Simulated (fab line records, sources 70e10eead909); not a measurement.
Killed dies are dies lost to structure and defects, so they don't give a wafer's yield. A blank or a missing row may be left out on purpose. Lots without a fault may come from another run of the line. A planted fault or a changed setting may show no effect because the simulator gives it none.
A struck lot beside a sound one | flow nand_harc | 19 steps out of a route of 1159
Sound: wafers L405.1, L405.2, L405.5. Struck: wafers L416.2, L416.3, L416.4. The cause comes at the end.
At each step with rows: each side's tool, then ch and its chambers, then its first start. Under that, the readings that differ: sound wafers | struck wafers | difference of the means | sigmas: that difference in standard deviations of wafers without a fault.
alike: readings whose means differ by less than 2 such deviations, and words and numbers that are the same on both sides. not compared: withheld readings, readings that some wafer has no value for, bounds like >300 that may hide the same value, and numbers for which the record gives no deviation and whose values overlap.
The two part at a step that has a row with sigmas, a row that says differs or no value, or rows on one side only. Numbers that don't overlap but have no deviation are shown without sigmas and don't part them. A reading that every wafer of one side lacks parts them only if that side has two wafers or more.

NHARC_P_ZERO_WELL_CD_MEAS_11: target cd 500 nm.
  sound on cd_sem-03 ch 0, day 2 07:14; struck on cd_sem-01 ch 0, day 5 01:10
  alike: cd_nm
then, 1 step without rows for these wafers: NHARC_P_ZERO_WELL_HARDBAKE_12 (time 65 s).
NHARC_P_ZERO_WELL_DESCUM_13: chemistry O2, time 3 s.
  sound on rie_diel-04 ch 1,3, day 2 07:24; struck on rie_diel-11 ch 0,1,2, day 5 01:19
  alike: drypump_motor_current_A, oes_product_au, rf_vpp_V, showerhead_plenum_p_Torr, throttle_valve_pct
  not compared: rf_hours_counter_h
NHARC_P_ZERO_WELL_ETCH_65: etches the open film in N2/H2, target depth 80 nm, overetch 24 nm, time 87.88 s.
  sound on rie_diel-04 ch 1,2, day 2 07:29; struck on rie_diel-11 ch 0,1,3, day 5 01:24
  alike: bias_w, drypump_motor_current_A, n2_flow_sccm, oes_product_au, rf_vpp_V, showerhead_plenum_p_Torr, throttle_valve_pct
  not compared: rf_hours_counter_h
NHARC_P_ZERO_WELL_ETCH_62: etches the open film in CHF3/Ar, target depth 13 nm, time 6.5 s.
  sound on rie_diel-04 ch 2,3; struck on rie_diel-11 ch 0,2,3
  alike: bias_w, drypump_motor_current_A, oes_product_au, rf_vpp_V, showerhead_plenum_p_Torr, throttle_valve_pct
  not compared: rf_hours_counter_h
NHARC_P_ZERO_WELL_ETCH_63: etches the open film in HBr/Cl2, target depth 120 nm, time 40.1 s.
  sound on rie_si-01 ch 2,3, day 2 07:39; struck on rie_si-06 ch 1,2,3, day 5 01:37
  alike: bias_w, drypump_motor_current_A, oes_product_au, throttle_valve_pct
  not compared: rf_hours_counter_h
then, 6 steps without rows for these wafers: NHARC_P_ZERO_WELL_STRIP_15 (strips in SPM, time 900 s); NHARC_P_ZERO_WELL_DEHYDRATE_16 (time 120 s); NHARC_P_ZERO_WELL_HMDS_17 (time 30 s); NHARC_P_ZERO_WELL_COAT_18; NHARC_P_ZERO_WELL_SOFTBAKE_19 (time 95 s); NHARC_P_ZERO_WELL_EBR_20.
NHARC_P_ZERO_WELL_EXPOSE_21: exposes mask P NWELL, target cd 720 nm.
  sound on krf_scanner-03 ch 0, day 2 08:25; struck on krf_scanner-02 ch 0, day 5 02:23
  reading              | sound                | struck               | difference | sigmas
  exposure_dose_mJ_cm2 | 22.316 22.283 22.309 | 24.574 24.584 24.588 | +2.279     | +99 or more
  alike: mask, reticle_temp_C
then, 2 steps without rows for these wafers: NHARC_P_ZERO_WELL_PEB_22 (peb time 85 s); NHARC_P_ZERO_WELL_DEVELOP_23 (time 70 s).
NHARC_P_ZERO_WELL_CD_MEAS_24: target cd 720 nm.
  sound on cd_sem-03 ch 0, day 2 08:35; struck on cd_sem-03 ch 0, day 5 02:32
  reading    | sound             | struck            | difference | sigmas
  cd_nm (nm) | 722.4 719.8 719.5 | 737.8 737.9 740.0 | +18.0      | +9
then, 1 step without rows for these wafers: NHARC_P_ZERO_WELL_HARDBAKE_25 (time 80 s).
NHARC_P_ZERO_WELL_DESCUM_26: chemistry O2, time 3 s.
  sound on rie_diel-11 ch 0,2,3, day 2 08:45; struck on rie_diel-04 ch 0,1,2, day 5 02:42
  reading                      | sound             | struck          | difference | sigmas
  model.P_ZERO_WELL.cd_nm (nm) | 721.9 719.5 719.8 | 737.1 738.3 740 | +18.1      |
  alike: drypump_motor_current_A, oes_product_au, rf_vpp_V, showerhead_plenum_p_Torr, throttle_valve_pct
  not compared: rf_hours_counter_h
then, 1 step without rows for these wafers: NHARC_P_ZERO_WELL_IMPLANT_27.

WHERE THEY PART
First at NHARC_P_ZERO_WELL_EXPOSE_21; last, within this record, at NHARC_P_ZERO_WELL_CD_MEAS_24. Later steps at which nothing parts them and some readings are alike: NHARC_P_ZERO_WELL_DESCUM_26.

WHY: what the simulator had put in
Process parameter drift: krf_scanner-02, from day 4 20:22 on, at NHARC_P_ZERO_WELL_EXPOSE_21. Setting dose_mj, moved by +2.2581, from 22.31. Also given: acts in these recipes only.
